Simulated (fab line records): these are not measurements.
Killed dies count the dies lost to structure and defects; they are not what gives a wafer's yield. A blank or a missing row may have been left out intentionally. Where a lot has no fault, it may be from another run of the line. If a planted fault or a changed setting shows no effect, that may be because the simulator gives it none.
Matching of chambers    flow nand harc    pecvd-03 running NHARC_A_STAIRCASE_DEP_259: 3 sister chambers
The step deposits SiON, target thk 30 nm. 14 wafers are shown with their chamber, then 7 later ones without.

EACH WAFER AND ITS CHAMBER
wafer   chamber  heater power w (W)
L076.3  0        623
L076.4  2        736
L076.5  1        661
L080.1  0        639
L080.2  2        656
L080.6  0        618
L087.4  2        716
L087.5  1        638
L087.6  0        638
L088.3  0        621
L088.4  2        755
L088.6  1        711
L091.3  0        579
L091.5  2        772

SIGNATURES, as means of the wafers listed above
reading         chamber 0  chamber 1  chamber 2  scatter within a chamber
heater power w  619.67     670.00     727.00     34.7
Rule: a wafer's distance from a chamber is the root of the sum, over the readings, of the square of ((its reading less the chamber's mean) divided by the reading's scatter). If the next closest chamber is less than 2 further off than the closest, the wafer can't be placed; otherwise it belongs to the closest. The scatter: the root of (the sum of the squares of (reading less its chamber's mean) over the shown wafers, divided by (wafers less chambers)).

WAFERS MISSING THEIR CHAMBER
wafer   heater power w (W)
L091.6  717
L093.2  669
L093.4  754
L093.6  696
L092.1  576
L092.3  691
L092.4  659

CHAMBER TAKEN BY EACH
wafer   from the rows above           in truth
L091.6  can't be placed: 2 or 1       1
L093.2  can't be placed: 1 or 0 or 2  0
L093.4  can't be placed: 2 or 1       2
L093.6  can't be placed: 1 or 2 or 0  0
L092.1  can't be placed: 0 or 1       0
L092.3  can't be placed: 1 or 2 or 0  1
L092.4  can't be placed: 1 or 0 or 2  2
Correctly placed: 0 of 7. These rows do not allow placing 7 (true chamber among the candidates in 7). Wrongly placed: 0.
